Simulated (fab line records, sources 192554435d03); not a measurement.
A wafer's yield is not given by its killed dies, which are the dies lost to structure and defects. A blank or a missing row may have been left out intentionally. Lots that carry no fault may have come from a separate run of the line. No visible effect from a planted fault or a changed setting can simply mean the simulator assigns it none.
fab line records	flow n5_finfet	part 2 of 2: steps 5 to 6 of 6
record: lots: 24	wafers: 72	last_day: 20
route steps=1938 shown BEOL_M1@838 BEOL_M2@844
lots untouched by any fault: they come from a run of this same line in which no faults occurred
start_h: hours from the record's first day to the start of the lot's first wafer shown	wait_h: time in hours since the lot's previous step	" the same as in the row above	L1.1+2: one row covering several wafers at once	- no value present, or no start provided	* or withheld: withheld	< > ~ a bound
route shown NAME@n: NAME is a module with steps in the file, n the number in the route of the first one	usual: mean/standard deviation taken from wafers without a fault	same: alike in all rows	chamber/n: place in a boat	sites: the reading at each site	_std_site: their standard deviation	_edge_site: inner sites' mean taken away from outer sites' mean	radius_mm: for every site, how far away it sits from the centre of the wafer	mask NAME#n: copy n	behind: the last tool/chamber to shape the wafer	hold: the reason the lot was held/the length of the hold in hours/how it ended	device: which transistor (n, p or np) failed to switch	end of line: the route-end tests of the same wafers	for a step that has no rows: nothing shown but its recipe	killed: dies that structure and defects cost at the first sort, which is not the same as the wafer's yield	map: a wafer's dies, x killed, . not, _ none there
set.NAME: the setting as run; set.NAME@STEP: as run at that earlier step	model.NAME: the simulator's own value behind a step, which no gauge read
steps of the route over a sample of lots; a table a step, a row a wafer
services: a tool's chamber out of use, with start hour (start_h, from the record's first day; less than 0 if before it), hours out, and reason
== steps ==
step: N5_BEOL_M2_ETCHBACK_99
recipe: chemistry: CHF3	target: SiO2	target_depth_a: 50	time_s: 10.4	source_w: 215	bias_w: 47	Ar_flow_sccm: 200	CHF3_flow_sccm: 12	ion_energy_ev: 100	pressure_mtorr: 30
usual: drypump_motor_current_A: 5.8/0.49	oes_ar_750_au: 0.76/0.09	oes_product_au: 0.76/0.095	rf_vpp_V: 240/4.7	showerhead_plenum_p_Torr: 2.15/0.095	throttle_valve_pct: 17.0/0.31
lot.wafer	tool	chamber	start_h	wait_h	drypump_motor_current_A	oes_ar_750_au	oes_product_au	rf_hours_counter_h	rf_vpp_V	showerhead_plenum_p_Torr	throttle_valve_pct
L074.2	rie_diel-02	2	169.56	11.4	5.2	0.70	0.68	239	240	2.13	17.2
L074.3	"	0	"	"	6.1	0.95	0.97	10	245	2.30	16.5
L074.4	"	3	"	"	6.3	0.73	0.74	176	236	2.05	16.8
L076.3	rie_diel-03	2	169.56	10.9	5.7	0.73	0.73	172	233	2.04	16.9
L076.4	"	1	"	"	5.9	0.80	0.79	-	241	2.25	17.5
L076.5	"	3	"	"	6.1	0.69	0.68	-	243	2.03	17.0
L078.1	rie_diel-06	2	169.60	10.8	6.1	0.68	0.67	216	247	2.20	17.1
L078.3	"	3	"	"	6.8	0.70	0.70	218	242	2.23	17.1
L078.5	"	3	"	"	6.8	0.70	0.70	-	243	2.23	17.1
L077.3	rie_diel-03	2	170.05	6.7	5.6	0.73	0.73	172	232	2.04	16.9
L077.4	"	2	"	"	5.6	0.73	0.73	-	232	2.04	16.9
L077.5	"	3	"	"	6.1	0.68	0.68	-	240	2.03	17.0
L075.1	rie_diel-06	1	174.56	13.5	5.2	0.71	0.71	194	237	2.23	17.2
L075.4	"	3	"	"	6.8	0.70	0.70	219	244	2.23	17.1
L075.5	"	3	"	"	6.8	0.70	0.70	-	244	2.23	17.1
L079.3	rie_diel-03	1	181.70	17.9	5.9	0.79	0.79	157	241	2.25	17.5
L079.4	"	2	"	"	5.6	0.73	0.72	-	233	2.04	16.9
L079.6	"	1	"	"	5.9	0.79	0.78	-	242	2.25	17.6
L080.2	rie_diel-03	1	182.18	14.5	5.9	0.79	0.78	157	239	2.25	17.5
L080.4	"	3	"	"	6.1	0.68	0.68	-	241	2.03	17.0
L080.6	"	1	"	"	5.9	0.79	0.78	-	239	2.25	17.6
L081.2	rie_diel-06	1	192.11	3.4	5.2	0.71	0.71	200	235	2.23	17.1
L081.3	"	3	"	"	6.8	0.70	0.69	225	243	2.23	17.1
L081.5	"	3	"	"	6.8	0.70	0.69	-	244	2.23	17.1
L082.1	rie_diel-03	0	199.14	5.0	4.9	0.96	0.96	5	237	2.12	16.7
L082.4	"	1	"	"	5.9	0.79	0.78	165	239	2.25	17.6
L082.6	"	1	"	"	5.9	0.79	0.78	-	240	2.25	17.6
L083.1	rie_diel-02	1	199.61	1.9	5.5	0.71	0.71	217	238	2.12	17.4
L083.2	"	0	"	"	6.1	0.92	0.94	21	245	2.30	16.5
L083.6	"	2	"	"	5.2	0.69	0.68	-	238	2.13	17.2
L086.2	rie_diel-02	3	236.03	20.8	6.3	0.71	0.71	202	236	2.04	16.8
L086.3	"	1	"	"	5.5	0.70	0.70	232	238	2.11	17.4
L086.4	"	3	"	"	6.4	0.71	0.71	-	236	2.04	16.8
L084.2	rie_diel-03	2	244.79	31.0	5.6	0.72	0.70	197	234	2.03	17.0
L084.4	"	0	"	"	4.9	0.90	0.91	21	239	2.11	16.7
L084.5	"	1	"	"	5.9	0.77	0.76	-	241	2.24	17.6
L085.1	rie_diel-06	3	247.66	25.4	6.8	0.68	0.69	243	244	2.22	17.2
L085.3	"	1	"	"	5.2	0.70	0.68	218	237	2.22	17.2
L085.6	"	0	"	"	5.9	0.72	0.72	-	252	2.20	17.1
L087.3	rie_diel-02	3	250.84	23.9	6.3	0.70	0.72	208	236	2.04	16.8
L087.4	"	1	"	"	5.5	0.70	0.70	239	239	2.11	17.4
L087.5	"	0	"	"	6.1	0.89	0.90	-	245	2.29	16.6
L088.3	rie_diel-02	3	254.42	11.3	6.3	0.71	0.71	209	238	2.04	16.8
L088.5	"	1	"	"	5.4	0.70	0.70	-	238	2.11	17.4
L088.6	"	0	"	"	6.0	0.89	0.89	-	244	2.29	16.6
L089.1	rie_diel-06	0	254.64	3.1	5.9	0.71	0.72	212	249	2.20	17.2
L089.3	"	1	"	"	5.2	0.70	0.68	220	235	2.22	17.2
L089.4	"	2	"	"	6.2	0.67	0.67	241	245	2.19	17.1
L090.1	rie_diel-03	0	258.05	4.3	4.9	0.89	0.91	28	239	2.11	16.7
L090.2	"	2	"	"	5.7	0.71	0.70	204	234	2.03	17.0
L090.6	"	0	"	"	4.9	0.89	0.91	-	237	2.11	16.7
L091.3	rie_diel-03	0	263.12	6.4	4.9	0.89	0.88	30	239	2.11	16.7
L091.4	"	1	"	"	5.9	0.77	0.74	-	239	2.24	17.6
L091.5	"	0	"	"	4.8	0.90	0.88	-	238	2.11	16.7
L093.3	rie_diel-02	3	269.38	5.9	6.4	0.70	0.69	215	237	2.04	16.9
L093.5	"	3	"	"	6.4	0.70	0.69	-	237	2.04	16.8
L093.6	"	2	"	"	5.2	0.94	0.94	-	240	2.13	16.8
L092.1	rie_diel-03	0	269.69	10.0	4.8	0.88	0.89	33	238	2.11	16.8
L092.3	"	1	"	"	5.9	0.77	0.75	195	239	2.24	17.6
L092.6	"	2	"	"	5.6	0.70	0.70	-	232	2.03	17.0
L094.2	rie_diel-02	2	277.94	11.3	5.1	0.93	0.94	14	241	2.12	16.8
L094.3	"	1	"	"	5.5	0.69	0.68	250	239	2.10	17.4
L094.6	"	0	"	"	6.1	0.87	0.88	-	245	2.29	16.6
L095.1	rie_diel-03	3	282.92	6.1	6.1	0.98	0.98	4	245	2.29	16.6
L095.2	"	1	"	"	5.9	0.76	0.74	201	239	2.23	17.6
L095.3	"	2	"	"	5.6	0.70	0.68	215	233	2.02	17.0
L096.1	rie_diel-02	3	282.95	3.3	6.4	0.70	0.70	221	238	2.03	16.9
L096.2	"	2	"	"	5.1	0.92	0.93	17	240	2.12	16.8
L096.4	"	3	"	"	6.4	0.70	0.70	-	235	2.03	16.9
L097.3	rie_diel-03	0	299.61	18.6	4.9	0.87	0.87	44	238	2.10	16.8
L097.5	"	2	"	"	5.6	0.69	0.69	-	233	2.02	17.0
L097.6	"	3	"	"	6.1	0.96	0.97	-	244	2.28	16.6
step: N5_BEOL_M2_CD_MEAS_35
recipe: target_cd_nm: 18	target_cd_y_nm: 22.2	polarity: opening
usual: cd_nm: 18.1/0.35
lot.wafer	tool	chamber	start_h	wait_h	cd_nm
L076.3	cd_sem-02	-	170.11	0.0	18.1
L076.4	"	-	"	"	18.5
L076.5	"	-	"	"	18.6
L078.1	cd_sem-03	-	170.15	0.0	18.4
L078.3	"	-	"	"	17.4
L078.5	"	-	"	"	18.5
L074.2	cd_sem-03	-	170.20	0.0	18.6
L074.3	"	-	"	"	18.3
L074.4	"	-	"	"	18.5
L077.3	cd_sem-02	-	170.60	0.0	18.1
L077.4	"	-	"	"	18.0
L077.5	"	-	"	"	18.0
L075.1	cd_sem-01	-	175.13	0.0	17.4
L075.4	"	-	"	"	17.5
L075.5	"	-	"	"	17.6
L079.3	cd_sem-02	-	182.25	0.0	18.4
L079.4	"	-	"	"	17.9
L079.6	"	-	"	"	18.2
L080.2	cd_sem-02	-	182.74	0.0	18.1
L080.4	"	-	"	"	17.8
L080.6	"	-	"	"	18.4
L081.2	cd_sem-02	-	192.66	0.0	18.2
L081.3	"	-	"	"	17.6
L081.5	"	-	"	"	17.7
L082.1	cd_sem-03	-	199.69	0.0	17.3
L082.4	"	-	"	"	17.5
L082.6	"	-	"	"	17.9
L083.1	cd_sem-03	-	200.16	0.0	18.2
L083.2	"	-	"	"	18.0
L083.6	"	-	"	"	18.5
L086.2	cd_sem-02	-	236.58	0.0	18.5
L086.3	"	-	"	"	17.6
L086.4	"	-	"	"	18.3
L084.2	cd_sem-02	-	245.34	0.0	18.2
L084.4	"	-	"	"	18.3
L084.5	"	-	"	"	18.2
L085.1	cd_sem-02	-	248.21	0.0	17.8
L085.3	"	-	"	"	17.4
L085.6	"	-	"	"	17.3
L087.3	cd_sem-01	-	251.40	0.0	18.5
L087.4	"	-	"	"	18.0
L087.5	"	-	"	"	18.5
L088.3	cd_sem-02	-	254.98	0.0	18.4
L088.5	"	-	"	"	17.2
L088.6	"	-	"	"	18.5
L089.1	cd_sem-03	-	255.20	0.0	17.6
L089.3	"	-	"	"	18.1
L089.4	"	-	"	"	18.3
L090.1	cd_sem-02	-	258.60	0.0	18.2
L090.2	"	-	"	"	17.8
L090.6	"	-	"	"	18.3
L091.3	cd_sem-01	-	263.67	0.0	19.0
L091.4	"	-	"	"	18.1
L091.5	"	-	"	"	18.5
L093.3	cd_sem-01	-	269.93	0.0	17.7
L093.5	"	-	"	"	17.7
L093.6	"	-	"	"	17.6
L092.1	cd_sem-03	-	270.24	0.0	18.3
L092.3	"	-	"	"	18.4
L092.6	"	-	"	"	18.3
L094.2	cd_sem-02	-	278.50	0.0	18.1
L094.3	"	-	"	"	17.9
L094.6	"	-	"	"	18.1
L095.1	cd_sem-03	-	283.46	0.0	18.0
L095.2	"	-	"	"	18.2
L095.3	"	-	"	"	17.4
L096.1	cd_sem-03	-	283.50	0.0	18.2
L096.2	"	-	"	"	18.5
L096.4	"	-	"	"	18.5
L097.3	cd_sem-01	-	300.16	0.0	18.4
L097.5	"	-	"	"	17.9
L097.6	"	-	"	"	17.8
== services ==
tool	chamber	start_h	hours	kind
pvd_sputter-02	-	134.10	2.2	repair
pvd_sputter-01	-	135.91	8.5	repair
pvd_sputter-03	-	147.37	0.7	repair
pecvd-04	1	148.95	6.2	repair
pecvd-03	-	162.54	6.0	pm
rie_diel-03	0	163.82	-	clean
rie_diel-03	0	163.82	-	consumable_replace:focus_ring
rie_diel-03	0	163.82	23.9	scheduled_down
rie_diel-03	0	163.82	23.9	vent_cycle
pecvd-03	-	171.17	5.5	pm
rie_diel-02	2	187.41	4.7	repair
rie_diel-06	2	204.99	5.7	repair
pecvd-03	-	208.14	1.6	repair
rie_diel-02	0	209.63	4.7	repair
rie_diel-02	2	215.22	8.0	repair
rie_diel-03	2	232.24	9.5	repair
rie_diel-06	-	234.94	0.5	repair
pecvd-02	0	241.45	3.9	repair
rie_diel-03	3	245.80	5.4	repair
rie_diel-03	3	251.28	-	clean
rie_diel-03	3	251.28	-	consumable_replace:focus_ring
rie_diel-03	3	251.28	-	consumable_replace:showerhead
rie_diel-03	3	251.28	21.2	scheduled_down
pecvd-04	-	296.71	4.4	repair
